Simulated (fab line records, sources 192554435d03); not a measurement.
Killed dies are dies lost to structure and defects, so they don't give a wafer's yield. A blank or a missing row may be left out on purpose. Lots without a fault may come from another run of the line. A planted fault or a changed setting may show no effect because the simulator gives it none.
Chamber matching | flow n5_finfet | N5_DUMMY_GATE_STRIP_48 on rie_diel-02: 4 sister chambers
The step strips in N2/H2, time 20 s. 8 wafers are shown with their chamber, then 7 later ones without.

WAFERS WITH THEIR CHAMBER
wafer  | chamber | showerhead_plenum_p_Torr (Torr) | drypump_motor_current_A (A)
L079.5 | 0       | 3.18                            | 6.7
L080.2 | 0       | 3.18                            | 6.8
L081.6 | 2       | 3.16                            | 6.7
L087.2 | 2       | 3.15                            | 6.7
L087.4 | 3       | 3.24                            | 6.2
L087.6 | 1       | 3.51                            | 5.5
L089.1 | 3       | 3.24                            | 6.2
L089.3 | 1       | 3.51                            | 5.5

WAFERS WITHOUT THEIR CHAMBER
wafer  | showerhead_plenum_p_Torr (Torr) | drypump_motor_current_A (A)
L089.6 | 3.24                            | 6.2
L094.2 | 3.14                            | 6.7
L094.5 | 3.23                            | 6.2
L094.6 | 3.14                            | 6.6
L097.1 | 3.14                            | 6.7
L097.3 | 3.50                            | 5.6
L097.5 | 3.14                            | 6.7

WHICH CHAMBER EACH WENT THROUGH
wafer  | from the rows above | in truth
L089.6 | 3                   | 3
L094.2 | 2                   | 2
L094.5 | 3                   | 3
L094.6 | 2                   | 2
L097.1 | 2                   | 2
L097.3 | 1                   | 1
L097.5 | 2                   | 2
Placed correctly: 7 of 7. Can't be placed from these rows: 0. Placed wrongly: 0.
How it was worked out, from the rows above alone: a wafer's distance from a chamber is the root of the sum, over the readings, of the square of ((its reading less the chamber's mean) divided by the reading's scatter). The wafer belongs to the nearest chamber; if the next one is less than 2 further off, it can't be placed. A chamber's mean is the mean of its shown wafers. The scatter: the root of (the sum of the squares of (reading less its chamber's mean) over the shown wafers, divided by (wafers less chambers)).
